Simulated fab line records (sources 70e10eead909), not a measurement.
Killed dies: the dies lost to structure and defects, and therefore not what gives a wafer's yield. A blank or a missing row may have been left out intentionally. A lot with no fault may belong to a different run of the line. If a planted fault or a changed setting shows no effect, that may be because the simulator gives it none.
fab line records	flow nand_harc	part 1 of 2: steps 1 to 18 of 29
[record] lots = 5	wafers = 15	last_day = 33
route steps=1302 shown A_CONTACT@1084 A_BLC@1107
lots untouched by any fault: they come from a run of this same line in which no faults occurred
start_h: hours from the record's first day to the start of the lot's first wafer shown	wait_h: hours since the lot's step before	" identical to the entry in the row above	L1.1+2: several wafers, shown together as one row	- no value, or no start was given	* or withheld: withheld	< > ~ a bound
route shown NAME@n: NAME is a module with steps in the file, n the number in the route of the first one	usual: mean/standard deviation of fault-free wafers	same: alike in all rows	chamber/n: place in a boat	sites: the reading at each site	_std_site: the values' standard deviation	_edge_site: inner sites' mean taken away from outer sites' mean	radius_mm: how far each site lies from the wafer's centre	mask NAME#n: copy n	behind: tool/chamber where the wafer was last shaped	hold: the reason the lot was held/the length of the hold in hours/how it ended	device: transistor that didn't switch, given as n, p or np	end of line: the route-end tests of the same wafers	for a step that has no rows: nothing shown but its recipe	killed: the dies lost at the first sort to structure and to defects; this is not the yield of the wafer	map: per-die view of a wafer (x killed, . not killed, _ where there is no die)
set.NAME: the setting the step ran with; set.NAME@STEP: the setting that earlier step ran with	model.NAME: the simulator's own value behind a step, which no gauge read
a table for each step, a row for each wafer; lots at some steps of the route
services: when a tool's chamber went out of use (start_h, in hours from the record's first day, below 0 if earlier), for how many hours, and the reason
[[steps]]
[step NHARC_A_CONTACT_ETCH_30]
[recipe] target_depth_a = 726	time_s = 36.3	cf4_flow_sccm = 100	chf3_flow_sccm = 30	ar_flow_sccm = 0	rf_w = 500	bias_w = 200	chemistry = CF4/CHF3
[usual] bias_w = 200.0/0.61	drypump_motor_current_A = 5.63/0.28	oes_product_au = 0.942/0.021	rf_vpp_V = 370.9/2.4	showerhead_plenum_p_Torr = 1.58/0.066	throttle_valve_pct = 16.803/0.01
lot.wafer	tool	chamber	start_h	wait_h	bias_w	drypump_motor_current_A	oes_product_au	rf_hours_counter_h	rf_vpp_V	showerhead_plenum_p_Torr	throttle_valve_pct
L079.2	rie_diel-08	0	-	-	199.8	5.64	0.953	1	369.7	1.55	16.800
L079.4	"	1	"	"	200.6	6.10	0.964	1	368.5	1.54	16.808
L079.1	"	2	"	"	199.2	5.28	0.989	0	374.2	1.64	16.801
L081.1	rie_diel-01	1	-	-	199.8	5.40	0.966	5	372.5	1.67	16.813
L081.4	"	2	"	"	200.0	6.05	0.983	7	371.7	1.58	16.799
L081.6	"	3	"	"	198.4	5.78	0.983	-	368.1	1.49	16.807
L085.1	rie_diel-08	1	-	-	199.9	6.09	0.939	10	370.1	1.54	16.812
L085.3	"	2	"	"	199.9	5.27	0.931	11	373.4	1.64	16.804
L085.4	"	0	"	"	200.2	5.62	0.939	11	370.1	1.55	16.772
L090.1	rie_diel-08	3	-	-	200.2	5.61	0.926	20	372.9	1.65	16.804
L090.2	"	0	"	"	199.4	5.63	0.922	20	369.7	1.55	16.800
L090.5	"	1	"	"	199.7	6.12	0.928	-	369.0	1.54	16.818
L096.1	rie_diel-01	2	-	-	200.0	6.03	0.917	58	371.1	1.56	16.808
L096.6	"	1	"	"	200.8	5.41	0.927	-	373.8	1.65	16.809
L096.5	"	2	"	"	199.2	6.03	0.914	-	371.2	1.56	16.789
[step NHARC_A_CONTACT_ETCH_31]
[recipe] target_depth_a = 28000	over_etch_frac = 0.3	time_s = 728	ion_energy_ev = 150	o2_flow_sccm = 400	cos_flow_sccm = 20	ar_flow_sccm = 0	rf_w = 500	bias_w = 300	chemistry = O2/COS
[usual] bias_w = 300.1/0.95	drypump_motor_current_A = 5.65/0.3	oes_product_au = 1.003/0.0084	rf_vpp_V = 314.5/2	showerhead_plenum_p_Torr = 3.14/0.13	throttle_valve_pct = 28.330/0.0093
lot.wafer	tool	chamber	start_h	wait_h	bias_w	drypump_motor_current_A	oes_product_au	rf_hours_counter_h	rf_vpp_V	showerhead_plenum_p_Torr	throttle_valve_pct
L079.1	rie_diel-08	3	-	-	300.5	5.63	1.005	1	317.3	3.28	28.326
L079.4	"	1	"	"	300.9	6.13	1.009	1	312.1	3.07	28.321
L079.2	"	2	"	"	300.6	5.29	1.018	1	315.1	3.26	28.320
L081.4	rie_diel-01	2	-	-	298.9	6.07	0.996	7	313.9	3.13	28.326
L081.1	"	0	"	"	299.7	5.58	0.995	5	312.1	3.02	28.323
L081.6	"	2	"	"	300.2	6.06	0.993	-	315.2	3.13	28.326
L085.4	rie_diel-08	2	-	-	300.1	5.31	1.004	11	315.2	3.25	28.324
L085.1	"	0	"	"	300.4	5.65	0.998	11	313.4	3.08	28.346
L085.3	"	1	"	"	299.3	6.12	1.012	10	314.2	3.06	28.334
L090.2	rie_diel-08	0	-	-	298.7	5.65	1.001	20	313.8	3.08	28.332
L090.1	"	2	"	"	300.8	5.27	1.013	18	316.3	3.25	28.325
L090.5	"	3	"	"	299.7	5.61	1.007	-	316.1	3.27	28.335
L096.1	rie_diel-01	1	-	-	298.5	5.39	0.994	55	318.6	3.28	28.336
L096.5	"	1	"	"	299.1	5.37	1.007	-	316.6	3.28	28.317
L096.6	"	2	"	"	300.0	6.07	0.992	-	313.1	3.10	28.333
[step NHARC_A_CONTACT_ETCH_134]
[recipe] source_w = withheld	pressure_mtorr = 20	bias_v = withheld	time_s = 140	target_depth_a = 7000	ar_flow_sccm = withheld	c4f8_flow_sccm = withheld	o2_flow_sccm = withheld	chemistry = C4F8/O2/Ar
lot.wafer	tool	chamber	start_h	wait_h	rf_hours_counter_h
L079.1	har_cap_etch-02	1	561.98	-	93
L079.2	"	0	"	"	93
L079.4	"	1	"	"	-
L081.1	har_cap_etch-02	1	588.74	-	99
L081.4	"	0	"	"	-
L081.6	"	0	"	"	-
L085.1	har_cap_etch-03	1	618.87	-	62
L085.4	"	0	"	"	-
L085.3	"	1	"	"	-
L090.2	har_cap_etch-03	1	680.81	-	71
L090.1	"	0	"	"	71
L090.5	"	0	"	"	-
L096.1	har_cap_etch-01	1	734.77	-	43
L096.6	"	0	"	"	-
L096.5	"	1	"	"	-
[step NHARC_A_CONTACT_ETCH_135]
[recipe] source_w = withheld	pressure_mtorr = 20	bias_v = 1200	time_s = 311	target_depth_a = 19120	ar_flow_sccm = withheld	c4f8_flow_sccm = withheld	o2_flow_sccm = withheld	chemistry = C4F8/O2/Ar
lot.wafer	tool	chamber	start_h	wait_h	rf_hours_counter_h
L079.1	har_cap_etch-02	1	562.18	0.2	93
L079.2	"	0	"	"	93
L079.4	"	1	"	"	-
L081.1	har_cap_etch-02	1	588.95	0.2	99
L081.4	"	0	"	"	-
L081.6	"	0	"	"	-
L085.1	har_cap_etch-03	1	619.08	0.2	62
L085.4	"	0	"	"	-
L085.3	"	1	"	"	-
L090.2	har_cap_etch-03	1	681.01	0.2	71
L090.1	"	0	"	"	71
L090.5	"	0	"	"	-
L096.1	har_cap_etch-01	1	734.99	0.2	43
L096.6	"	0	"	"	-
L096.5	"	1	"	"	-
[step NHARC_A_CONTACT_ETCH_136]
[recipe] source_w = withheld	pressure_mtorr = 20	bias_v = 1200	time_s = 311	target_depth_a = 19120	ar_flow_sccm = withheld	c4f8_flow_sccm = withheld	o2_flow_sccm = withheld	chemistry = C4F8/O2/Ar
lot.wafer	tool	chamber	start_h	wait_h	rf_hours_counter_h
L079.1	har_cap_etch-02	1	562.45	0.2	93
L079.2	"	0	"	"	93
L079.4	"	1	"	"	-
L081.1	har_cap_etch-02	1	589.22	0.2	99
L081.4	"	0	"	"	-
L081.6	"	0	"	"	-
L085.1	har_cap_etch-03	1	619.35	0.2	62
L085.4	"	0	"	"	-
L085.3	"	1	"	"	-
L090.2	har_cap_etch-03	1	681.28	0.2	71
L090.1	"	0	"	"	71
L090.5	"	0	"	"	-
L096.1	har_cap_etch-01	1	735.26	0.2	44
L096.6	"	0	"	"	-
L096.5	"	1	"	"	-
[step NHARC_A_CONTACT_ETCH_137]
[recipe] source_w = withheld	pressure_mtorr = 20	bias_v = 1200	time_s = 311	target_depth_a = 19120	ar_flow_sccm = withheld	c4f8_flow_sccm = withheld	o2_flow_sccm = withheld	chemistry = C4F8/O2/Ar
lot.wafer	tool	chamber	start_h	wait_h	rf_hours_counter_h
L079.1	har_cap_etch-02	1	562.72	0.2	93
L079.2	"	0	"	"	93
L079.4	"	1	"	"	-
L081.1	har_cap_etch-02	1	589.49	0.2	99
L081.4	"	0	"	"	-
L081.6	"	0	"	"	-
L085.1	har_cap_etch-03	1	619.62	0.2	63
L085.4	"	0	"	"	-
L085.3	"	1	"	"	-
L090.2	har_cap_etch-03	1	681.55	0.2	72
L090.1	"	0	"	"	72
L090.5	"	0	"	"	-
L096.1	har_cap_etch-01	1	735.54	0.2	44
L096.6	"	0	"	"	-
L096.5	"	1	"	"	-
[step NHARC_A_CONTACT_ETCH_138]
[recipe] source_w = withheld	pressure_mtorr = 20	bias_v = 1200	time_s = 311	target_depth_a = 19140	ar_flow_sccm = withheld	c4f8_flow_sccm = withheld	o2_flow_sccm = withheld	chemistry = C4F8/O2/Ar
lot.wafer	tool	chamber	start_h	wait_h	rf_hours_counter_h
L079.1	har_cap_etch-02	1	562.99	0.2	94
L079.2	"	0	"	"	94
L079.4	"	1	"	"	-
L081.1	har_cap_etch-02	1	589.76	0.2	99
L081.4	"	0	"	"	-
L081.6	"	0	"	"	-
L085.1	har_cap_etch-03	1	619.90	0.2	63
L085.4	"	0	"	"	-
L085.3	"	1	"	"	-
L090.2	har_cap_etch-03	1	681.82	0.2	72
L090.1	"	0	"	"	72
L090.5	"	0	"	"	-
L096.1	har_cap_etch-01	1	735.81	0.2	44
L096.6	"	0	"	"	-
L096.5	"	1	"	"	-
[step NHARC_A_CONTACT_ETCH_139]
[recipe] source_w = withheld	pressure_mtorr = 20	bias_v = 400	time_s = 195	target_depth_a = 8400	ar_flow_sccm = withheld	c4f8_flow_sccm = 11.5	o2_flow_sccm = 7.2	chemistry = C4F8/O2/Ar
lot.wafer	tool	chamber	start_h	wait_h	rf_hours_counter_h
L079.1	har_cap_etch-02	1	563.26	0.2	94
L079.2	"	0	"	"	94
L079.4	"	1	"	"	-
L081.1	har_cap_etch-02	1	590.03	0.2	100
L081.4	"	0	"	"	-
L081.6	"	0	"	"	-
L085.1	har_cap_etch-03	1	620.17	0.2	63
L085.4	"	0	"	"	-
L085.3	"	1	"	"	-
L090.2	har_cap_etch-03	1	682.10	0.2	72
L090.1	"	0	"	"	72
L090.5	"	0	"	"	-
L096.1	har_cap_etch-01	1	736.08	0.2	44
L096.6	"	0	"	"	-
L096.5	"	1	"	"	-
[step NHARC_A_CONTACT_ETCH_92]
[recipe] target_depth_a = 400	over_etch_frac = 0.5	time_s = 85.7	ion_energy_ev = 120	ch3f_flow_sccm = 50	o2_flow_sccm = 30	ar_flow_sccm = 200	rf_w = 500	bias_w = 100	chemistry = CH3F/O2
[usual] bias_w = 100.01/0.3	drypump_motor_current_A = 5.67/0.27	oes_product_au = 0.95/0.032	rf_vpp_V = 244.6/1.5	showerhead_plenum_p_Torr = 2.48/0.095	throttle_valve_pct = 20.663/0.0093
lot.wafer	tool	chamber	start_h	wait_h	bias_w	drypump_motor_current_A	oes_product_au	rf_hours_counter_h	rf_vpp_V	showerhead_plenum_p_Torr	throttle_valve_pct
L079.2	rie_diel-08	0	563.83	0.5	99.89	5.66	0.95	1	243.7	2.43	20.651
L079.1	"	1	"	"	100.11	6.14	0.97	1	243.8	2.41	20.675
L079.4	"	2	"	"	99.84	5.30	0.97	1	246.8	2.57	20.665
L081.4	rie_diel-08	0	590.56	0.4	100.35	5.64	1.00	5	244.7	2.43	20.654
L081.1	"	1	"	"	100.44	6.15	1.01	4	245.0	2.41	20.649
L081.6	"	0	"	"	100.54	5.64	1.00	-	244.6	2.43	20.650
L085.1	rie_diel-08	2	620.69	0.5	100.03	5.29	0.95	12	246.9	2.56	20.696
L085.4	"	0	"	"	99.88	5.65	0.94	12	244.7	2.42	20.660
L085.3	"	1	"	"	99.64	6.15	0.95	10	243.1	2.41	20.673
L090.2	rie_diel-01	2	682.68	0.5	100.22	6.06	0.92	41	245.6	2.45	20.667
L090.1	"	3	"	"	100.34	5.76	0.93	43	242.8	2.31	20.665
L090.5	"	0	"	"	100.36	5.59	0.91	-	242.5	2.36	20.669
L096.1	rie_diel-08	3	736.59	0.5	99.98	5.63	0.99	1	245.9	2.57	20.668
L096.6	"	3	"	"	99.94	5.63	1.00	-	245.4	2.57	20.682
L096.5	"	0	"	"	99.86	5.65	1.00	-	243.5	2.42	20.652
[step NHARC_A_CONTACT_ETCH_98]
[recipe] target_depth_a = 200	over_etch_frac = 0.5	time_s = 10	ion_energy_ev = 250	c4f6_flow_sccm = 25	o2_flow_sccm = 20	ar_flow_sccm = 500	rf_w = 600	bias_w = 500	chemistry = C4F6/O2
[usual] bias_w = 500.2/1.4	drypump_motor_current_A = 5.68/0.28	oes_product_au = 0.966/0.026	rf_vpp_V = 548/3.1	showerhead_plenum_p_Torr = 3.95/0.14	throttle_valve_pct = 26.904/0.0082
lot.wafer	tool	chamber	start_h	wait_h	bias_w	drypump_motor_current_A	oes_product_au	rf_hours_counter_h	rf_vpp_V	showerhead_plenum_p_Torr	throttle_valve_pct
L079.1	rie_diel-08	0	-	-	499.3	5.66	0.970	1	545	3.88	26.925
L079.4	"	1	"	"	500.6	6.15	0.976	1	546	3.86	26.903
L079.2	"	2	"	"	500.1	5.30	0.980	1	551	4.09	26.903
L081.1	rie_diel-08	2	-	-	500.1	5.30	1.003	5	550	4.08	26.910
L081.4	"	0	"	"	499.4	5.65	0.996	5	547	3.88	26.893
L081.6	"	1	"	"	499.3	6.12	1.006	-	545	3.85	26.910
L085.3	rie_diel-08	2	-	-	502.2	5.31	0.962	12	549	4.08	26.904
L085.4	"	0	"	"	499.8	5.65	0.935	12	545	3.87	26.904
L085.1	"	1	"	"	500.3	6.12	0.950	10	546	3.85	26.908
L090.2	rie_diel-01	3	-	-	501.6	5.79	0.943	43	542	3.70	26.889
L090.1	"	2	"	"	500.7	6.06	0.939	41	546	3.91	26.909
L090.5	"	0	"	"	498.8	5.58	0.956	-	545	3.78	26.897
L096.1	rie_diel-08	3	-	-	498.5	5.61	1.004	1	552	4.10	26.904
L096.6	"	3	"	"	500.7	5.60	1.012	-	551	4.10	26.916
L096.5	"	0	"	"	500.6	5.65	1.015	-	546	3.86	26.915
[step NHARC_A_CONTACT_CD_MEAS_15]
[usual] cd_nm = 190.1/0.54
lot.wafer	tool	chamber	start_h	wait_h	cd_nm
L079.1	cd_sem-01	-	564.03	-	190.4
L079.2	"	-	"	"	190.7
L079.4	"	-	"	"	190.2
L081.1	cd_sem-01	-	590.76	-	190.6
L081.4	"	-	"	"	190.9
L081.6	"	-	"	"	190.4
L085.1	cd_sem-02	-	620.90	-	189.7
L085.3	"	-	"	"	189.4
L085.4	"	-	"	"	189.6
L090.1	cd_sem-03	-	682.87	-	190.0
L090.2	"	-	"	"	190.2
L090.5	"	-	"	"	191.1
L096.1	cd_sem-01	-	736.81	-	190.7
L096.5	"	-	"	"	190.1
L096.6	"	-	"	"	190.5
[step NHARC_A_CONTACT_STRIP_107]
[recipe] n2_flow_sccm = 150	h2_flow_sccm = 150	ar_flow_sccm = 0	bias_w = 0	chemistry = N2/H2
lot.wafer	tool	chamber	start_h	wait_h
L079.4+2+1	rie_diel-08	0,1,3	564.11	0.1
L081.4+1+6	rie_diel-01	1,3,2	590.84	0.1
L085.4+3+1	rie_diel-12	2,0,1	620.98	0.1
L090.1+2+5	rie_diel-01	3,0,0	682.95	0.1
L096.1+6+5	rie_diel-08	2,2,3	736.88	0.1
[step NHARC_A_CONTACT_STRIP_108]
[recipe] cf4_flow_sccm = 100	chf3_flow_sccm = 30	ar_flow_sccm = 0	bias_w = 0	chemistry = CF4/CHF3
lot.wafer	tool	chamber	start_h	wait_h
L079.1+4+2	rie_diel-08	1,3,0	564.20	0.1
L081.1+4+6	rie_diel-01	3,0,0	590.93	0.1
L085.1+3+4	rie_diel-12	1,3,0	621.07	0.1
L090.2+1+5	rie_diel-01	1,3,0	683.04	0.1
L096.1+5+6	rie_diel-08	3,2,3	737.03	0.1
[step NHARC_A_CONTACT_STRIP_109]
[recipe] o2_flow_sccm = 400	cos_flow_sccm = 20	ar_flow_sccm = 0	bias_w = 0	chemistry = O2/COS
lot.wafer	tool	chamber	start_h	wait_h
L079.1+4+2	rie_diel-08	0,1,3	564.26	0.1
L081.1+4+6	rie_diel-01	1,2,1	591.00	0.1
L085.4+3+1	rie_diel-12	2,3,1	621.13	0.0
L090.2+1+5	rie_diel-01	3,0,0	683.10	0.1
L096.1+5+6	rie_diel-08	1,3,0	737.10	0.1
[step NHARC_A_CONTACT_ETCH_110]
[recipe] target_depth_a = 600	overetch_a = 60	time_s = 33	ion_energy_ev = 100	cf4_flow_sccm = 80	o2_flow_sccm = 20	ar_flow_sccm = 0	rf_w = 300	bias_w = 100	chemistry = CF4/O2
[usual] bias_w = 100.0/0.32	drypump_motor_current_A = 5.61/0.28	oes_f_703_au = 1.000/0.0042	oes_o_777_au = 1.000/0.0042	oes_product_au = 1.001/0.0081	rf_vpp_V = 197.9/1.6	showerhead_plenum_p_Torr = 1.34/0.059	throttle_valve_pct = 13.397/0.0092
lot.wafer	tool	chamber	start_h	wait_h	bias_w	drypump_motor_current_A	oes_f_703_au	oes_o_777_au	oes_product_au	rf_hours_counter_h	rf_vpp_V	showerhead_plenum_p_Torr	throttle_valve_pct
L079.4	rie_diel-08	3	564.32	0.1	99.7	5.58	0.999	1.006	1.001	1	200.5	1.40	13.410
L079.1	"	1	"	"	99.9	6.11	0.998	1.003	1.003	1	197.4	1.31	13.401
L079.2	"	2	"	"	100.2	5.26	0.995	1.001	1.015	1	199.3	1.39	13.409
L081.4	rie_diel-01	2	591.06	0.1	100.1	6.05	1.000	1.004	0.992	8	197.2	1.34	13.400
L081.1	"	3	"	"	99.9	5.74	1.001	0.996	0.992	8	196.5	1.26	13.390
L081.6	"	1	"	"	99.7	5.41	1.003	0.997	0.996	-	198.1	1.42	13.398
L085.4	rie_diel-12	1	621.19	0.1	100.1	5.69	1.009	1.004	1.006	51	199.2	1.41	13.407
L085.3	"	2	"	"	100.1	5.85	0.995	1.004	0.999	51	195.9	1.26	13.406
L085.1	"	0	"	"	100.2	5.61	1.004	0.998	1.005	55	195.8	1.27	13.396
L090.1	rie_diel-01	3	683.17	0.1	99.9	5.73	0.987	1.001	1.013	43	194.3	1.25	13.391
L090.2	"	0	"	"	100.3	5.59	1.001	1.015	0.997	41	196.7	1.28	13.412
L090.5	"	1	"	"	100.6	5.40	0.997	0.990	1.014	-	198.8	1.41	13.414
L096.1	rie_diel-08	1	737.16	0.1	99.6	6.12	0.998	0.993	1.001	1	198.3	1.31	13.412
L096.5	"	2	"	"	100.0	5.28	1.002	0.994	1.012	-	198.6	1.39	13.416
L096.6	"	3	"	"	99.9	5.64	1.000	1.002	0.999	-	198.4	1.40	13.405
[step NHARC_A_CONTACT_STRIP_26]
[recipe] o2_flow_sccm = 500	ar_flow_sccm = 0	bias_w = 0	chemistry = O2
[usual] drypump_motor_current_A = 5.7/0.3	oes_product_au = 1.003/0.0086	rf_vpp_V = 57.9/0.84	showerhead_plenum_p_Torr = 3.54/0.15	throttle_valve_pct = 17.036/0.0088
[same] bias_w = 0
lot.wafer	tool	chamber	start_h	wait_h	drypump_motor_current_A	oes_product_au	rf_hours_counter_h	rf_vpp_V	showerhead_plenum_p_Torr	throttle_valve_pct
L079.2	rie_diel-08	0	-	-	5.7	0.997	1	58.3	3.49	17.033
L079.4	"	2	"	"	5.3	1.007	1	59.1	3.68	17.045
L079.1	"	3	"	"	5.6	1.002	1	57.7	3.70	17.035
L081.1	rie_diel-01	0	-	-	5.6	1.002	6	57.3	3.42	17.027
L081.4	"	1	"	"	5.4	1.007	6	58.5	3.73	17.029
L081.6	"	3	"	"	5.8	0.995	-	57.9	3.34	17.035
L085.4	rie_diel-12	2	-	-	5.8	1.005	51	58.3	3.34	17.028
L085.1	"	3	"	"	5.0	1.003	51	58.7	3.72	17.028
L085.3	"	1	"	"	5.7	0.998	51	58.0	3.72	17.035
L090.2	rie_diel-01	3	-	-	5.7	0.996	43	57.4	3.32	17.040
L090.1	"	1	"	"	5.4	0.994	39	57.3	3.71	17.032
L090.5	"	3	"	"	5.8	0.984	-	58.2	3.32	17.032
L096.1	rie_diel-08	3	-	-	5.6	1.016	1	59.5	3.69	17.046
L096.5	"	1	"	"	6.1	1.003	-	57.2	3.45	17.036
L096.6	"	2	"	"	5.3	1.002	-	59.2	3.67	17.038
[step NHARC_A_CONTACT_STRIP_27]
[recipe] time_s = 600	temp_c = 30	chemistry = post_etch_residue_remover
lot.wafer	tool	chamber	start_h	wait_h
L079.1+2+4	wet_bench-05	0,2,5	564.70	-
L081.6+4+1	wet_bench-05	6,7,0	591.46	-
L085.1+4+3	wet_bench-05	0,2,5	621.57	-
L090.5+2+1	wet_bench-04	2,3,6	683.55	-
L096.1+6+5	wet_bench-06	6,7,2	737.58	-
[step NHARC_A_CONTACT_ALD_18]
[recipe] target_thk_a = 30	pulse_time_s = 1	ald_cycles = 150	temp_c = 450	material = TiN
[usual] heater_power_outer_w = 670/75	heater_power_w = 1081/120	precursor_pulse_height_rel = 0.999/0.02
lot.wafer	tool	chamber	start_h	wait_h	heater_power_outer_w	heater_power_w	precursor_pulse_height_rel
L079.2	ald_metal-02	3	564.99	-	729	1200	1.009
L079.1	"	0	"	"	698	1078	1.020
L079.4	"	1	"	"	658	1078	1.043
L081.4	ald_metal-04	2	591.73	-	609	959	1.006
L081.1	"	3	"	"	653	1075	1.003
L081.6	"	2	"	"	604	988	1.008
L085.1	ald_metal-02	2	621.86	-	749	1171	0.996
L085.4	"	3	"	"	768	1187	1.007
L085.3	"	0	"	"	668	1035	1.011
L090.2	ald_metal-04	3	683.81	-	627	1031	1.026
L090.1	"	0	"	"	674	1088	0.990
L090.5	"	3	"	"	634	1045	0.972
L096.1	ald_metal-01	3	737.88	-	774	1202	1.014
L096.5	"	3	"	"	774	1179	0.986
L096.6	"	0	"	"	483	827	0.953
